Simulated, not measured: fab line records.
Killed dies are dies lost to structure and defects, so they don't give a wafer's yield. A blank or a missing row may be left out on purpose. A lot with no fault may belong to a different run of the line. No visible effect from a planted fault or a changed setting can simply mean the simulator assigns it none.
What tool caused it? :: flow nand harc :: 36 wafers from 12 lots sampled at 4 of the route's 1159 steps

## WHAT THE GAUGES SHOWED, per wafer
NHARC_P_M1_INSPECT_11.
lot: L075
measured: day 5 23:13
on: defect inspect-01
raw defect count: 8 5 7

lot: L076
measured: day 6 15:54
on: defect inspect-01
raw defect count: 3 2 2

lot: L080
measured: day 7 05:26
on: defect inspect-01
raw defect count: 5 6 6

lot: L081
measured: day 7 19:36
on: defect inspect-01
raw defect count: 3 6 3

lot: L083
measured: day 8 09:34
on: defect inspect-02
raw defect count: 6 3 2

lot: L085
measured: day 8 17:59
on: defect inspect-02
raw defect count: 1 0 3

lot: L087
measured: day 9 13:04
on: defect inspect-02
raw defect count: 1 2 2

lot: L088
measured: day 9 19:47
on: defect inspect-02
raw defect count: 6 3 2

lot: L091
measured: day 10 05:07
on: defect inspect-01
raw defect count: 4 2 5

lot: L093
measured: day 11 02:02
on: defect inspect-01
raw defect count: 5 6 8

lot: L095
measured: day 11 05:46
on: defect inspect-01
raw defect count: 7 7 2

lot: L097
measured: day 11 16:41
on: defect inspect-01
raw defect count: 5 8 5

## WHAT TOOL EACH LOT RAN ON (gives the tool, then ch and the chambers of the sampled wafers, and finally the start)
lot: L075
NHARC_P_CONTACT_PVD_32: pvd sputter-02, day 5 18:41 or earlier
NHARC_P_M0_DESCUM_14: rie diel-01 ch 1,2,3, day 5 18:41
NHARC_P_M0_PRE_CLEAN_29: pvd sputter-01, day 5 23:13 or earlier

lot: L076
NHARC_P_CONTACT_PVD_32: pvd sputter-02, day 6 11:51 or earlier
NHARC_P_M0_DESCUM_14: rie diel-01 ch 1,2, day 6 11:51
NHARC_P_M0_PRE_CLEAN_29: pvd sputter-01, day 6 15:54 or earlier

lot: L080
NHARC_P_CONTACT_PVD_32: pvd sputter-01, day 7 00:49 or earlier
NHARC_P_M0_DESCUM_14: rie diel-04 ch 0,3, day 7 00:49
NHARC_P_M0_PRE_CLEAN_29: pvd sputter-02, day 7 05:26 or earlier

lot: L081
NHARC_P_CONTACT_PVD_32: pvd sputter-01, day 7 15:32 or earlier
NHARC_P_M0_DESCUM_14: rie diel-04 ch 1,2,3, day 7 15:32
NHARC_P_M0_PRE_CLEAN_29: pvd sputter-01, day 7 19:36 or earlier

lot: L083
NHARC_P_CONTACT_PVD_32: pvd sputter-03, day 8 05:17 or earlier
NHARC_P_M0_DESCUM_14: rie diel-04 ch 0,1,2, day 8 05:17
NHARC_P_M0_PRE_CLEAN_29: pvd sputter-03, day 8 09:34 or earlier

lot: L085
NHARC_P_CONTACT_PVD_32: pvd sputter-03, day 8 13:37 or earlier
NHARC_P_M0_DESCUM_14: rie diel-13 ch 0,1, day 8 13:37
NHARC_P_M0_PRE_CLEAN_29: pvd sputter-02, day 8 17:59 or earlier

lot: L087
NHARC_P_CONTACT_PVD_32: pvd sputter-03, day 9 09:03 or earlier
NHARC_P_M0_DESCUM_14: rie diel-01 ch 1,2,3, day 9 09:03
NHARC_P_M0_PRE_CLEAN_29: pvd sputter-02, day 9 13:04 or earlier

lot: L088
NHARC_P_CONTACT_PVD_32: pvd sputter-03, day 9 15:54 or earlier
NHARC_P_M0_DESCUM_14: rie diel-13 ch 2,3, day 9 15:54
NHARC_P_M0_PRE_CLEAN_29: pvd sputter-01, day 9 19:47 or earlier

lot: L091
NHARC_P_CONTACT_PVD_32: pvd sputter-03, day 10 00:45 or earlier
NHARC_P_M0_DESCUM_14: rie diel-04 ch 0,1,2, day 10 00:45
NHARC_P_M0_PRE_CLEAN_29: pvd sputter-03, day 10 05:07 or earlier

lot: L093
NHARC_P_CONTACT_PVD_32: pvd sputter-02, day 10 22:02 or earlier
NHARC_P_M0_DESCUM_14: rie diel-13 ch 1,2, day 10 22:02
NHARC_P_M0_PRE_CLEAN_29: pvd sputter-02, day 11 02:02 or earlier

lot: L095
NHARC_P_CONTACT_PVD_32: pvd sputter-01, day 11 01:36 or earlier
NHARC_P_M0_DESCUM_14: rie diel-13 ch 0,2,3, day 11 01:36
NHARC_P_M0_PRE_CLEAN_29: pvd sputter-01, day 11 05:46 or earlier

lot: L097
NHARC_P_CONTACT_PVD_32: pvd sputter-02, day 11 12:16 or earlier
NHARC_P_M0_DESCUM_14: rie diel-13 ch 0,2,3, day 11 12:16
NHARC_P_M0_PRE_CLEAN_29: pvd sputter-01, day 11 16:41 or earlier
- NHARC_P_CONTACT_PVD_32: deposits Ti, target thk 5 nm, time 17.7 s.
- NHARC_P_M0_DESCUM_14: chemistry O2, time 3 s.
- NHARC_P_M0_PRE_CLEAN_29: time 30 s.

## THE ANSWER, worked out from the rows above alone
Rule: the usual values come from the lots themselves. Put in order of their means at a reading, lots are off if they are a third of the lots or fewer, leave a main group of 4 or more, and stand apart from it by a gap of 3 or more times the standard deviation of the main group's means; of several such gaps the widest counts. If all means in a main group match to the digits the tables above print for the reading, that group is not used. A lot without any number at a reading at which 4 lots or more have one is off too. Any other lot the step has rows for is counted as sound.
Nothing can be told from this: no lot is off at any reading shown.

## WHAT THE SIMULATOR HAD PUT IN
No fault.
